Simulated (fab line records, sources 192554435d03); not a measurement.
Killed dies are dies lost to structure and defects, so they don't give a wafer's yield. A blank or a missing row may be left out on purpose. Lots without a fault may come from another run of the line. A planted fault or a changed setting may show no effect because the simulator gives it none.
A struck lot beside a sound one | flow n5_finfet | 20 steps out of a route of 1938
Sound: wafers L829.2, L829.4, L829.5. Struck: wafers L819.2, L819.3, L819.5. The cause comes at the end.
At each step with rows: each side's tool, then ch and its chambers, then its first start. Under that, the readings that differ: sound wafers | struck wafers | difference of the means | sigmas: that difference in standard deviations of wafers without a fault.
alike: readings whose means differ by less than 2 such deviations, and words and numbers that are the same on both sides. not compared: withheld readings, readings that some wafer has no value for, bounds like >300 that may hide the same value, and numbers for which the record gives no deviation and whose values overlap.
The two part at a step that has a row with sigmas, a row that says differs or no value, or rows on one side only. Numbers that don't overlap but have no deviation are shown without sigmas and don't part them. A reading that every wafer of one side lacks parts them only if that side has two wafers or more.

first, 9 steps without rows for these wafers: N5_BEOL_M10_ILD_DEP_00 (deposits SiCOH lowk from DEMS/porogen, target thk 308.51 nm, time 58 s); N5_BEOL_M10_CURE_71 (cures SiCOH lowk, time 240 s); N5_BEOL_M10_PECVD_70 (deposits SiO2 from TEOS/O2, target thk 20 nm, time 22.7 s); N5_BEOL_M10_HM_DEP_02 (deposits TiN, target thk 20 nm); N5_BEOL_M10_COAT_59 (time 60 s, resist thk 100 nm); N5_BEOL_M10_COAT_60 (time 60 s, resist thk 30 nm); N5_BEOL_M10_COAT_05 (resist thk 90 nm); N5_BEOL_M10_EBR_07; N5_BEOL_M10_SOFTBAKE_06 (time 60 s).
N5_BEOL_M10_EXPOSE_08: exposes mask M10.
  sound on arfi_scanner-03 ch 0, day 14 08:58; struck on arfi_scanner-01 ch 0, day 12 00:08
  reading              | sound             | struck            | difference | sigmas
  exposure_dose_mJ_cm2 | 53.69 53.65 53.63 | 52.62 52.72 52.64 | -1.00      | -19
  alike: mask
then, 4 steps without rows for these wafers: N5_BEOL_M10_PEB_09 (peb time 60 s); N5_BEOL_M10_DEVELOP_10 (develop time 30 s); N5_BEOL_M10_DESCUM_16 (chemistry O2, time 7.9 s); N5_BEOL_M10_ETCH_61 (etches SiARC in CF4, target depth 39 nm, time 65 s).
N5_BEOL_M10_ETCH_62: etches SOC in N2/H2, target depth 110 nm, overetch 22 nm, time 165 s.
  sound on rie_diel-02 ch 0,1,3, day 14 09:26; struck on rie_diel-01 ch 1,3, day 12 00:26
  alike: drypump_motor_current_A, oes_product_au, rf_vpp_V, showerhead_plenum_p_Torr, throttle_valve_pct
  not compared: rf_hours_counter_h, model.BEOL_M10.cd_offset_nm
then, 2 steps without rows for these wafers: N5_BEOL_M10_STRIP_68 (strips in N2/H2); N5_BEOL_M10_STRIP_67 (strips in CF4).
N5_BEOL_M10_HM_OPEN_17: chemistry Cl2/BCl3, target TiN, target depth 20 nm, overetch 6 nm.
  sound on rie_metal-01 ch 0,1, day 14 09:38; struck on rie_metal-02 ch 0, day 12 00:39
  reading                          | sound          | struck         | difference | sigmas
  drypump_motor_current_A (A)      | 5.35 5.35 5.64 | 5.86 5.84 5.85 | +0.40      | +2
  model.BEOL_M10.cd_offset_nm (nm) | 0.4 -0.2 0.4   | -0.6 -0.6 -1   | -0.9       |
  alike: bcl3_flow_sccm, oes_product_au, throttle_valve_pct
  not compared: rf_hours_counter_h
then, 1 step without rows for these wafers: N5_BEOL_M10_STRIP_19 (strips in O2).
-- the record jumps here: 2 days lie between the struck wafers' starts before and after (it left off in module BEOL_M10 and takes up again in module PASSIVATION, whose first step shown is number 1936 of the route) --
N5_PASSIVATION_PROBE_49:
  sound on prober-01, day 16 16:56; struck on prober-02, day 14 03:46
  reading            | sound    | struck   | difference | sigmas
  killed_at_contacts | 7 10 7   | 25 23 12 | +12        | +2
  killed_open        | 44 35 47 | 75 68 69 | +29        | +2
  alike: defect_limited_yield, killed_at_M0_to_M3, killed_at_M4_up, killed_at_front_end, killed_at_other, killed_dies, killed_on_rim, killed_short, sort_bin_5_function, sort_bin_6_memory, sort_n_pass, sort_yield_pct

WHERE THEY PART
First at N5_BEOL_M10_EXPOSE_08; last, within this record, at N5_PASSIVATION_PROBE_49.

WHY: what the simulator had put in
Process parameter drift: arfi_scanner-01, from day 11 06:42 on, at N5_BEOL_M10_EXPOSE_08. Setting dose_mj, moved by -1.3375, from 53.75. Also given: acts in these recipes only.
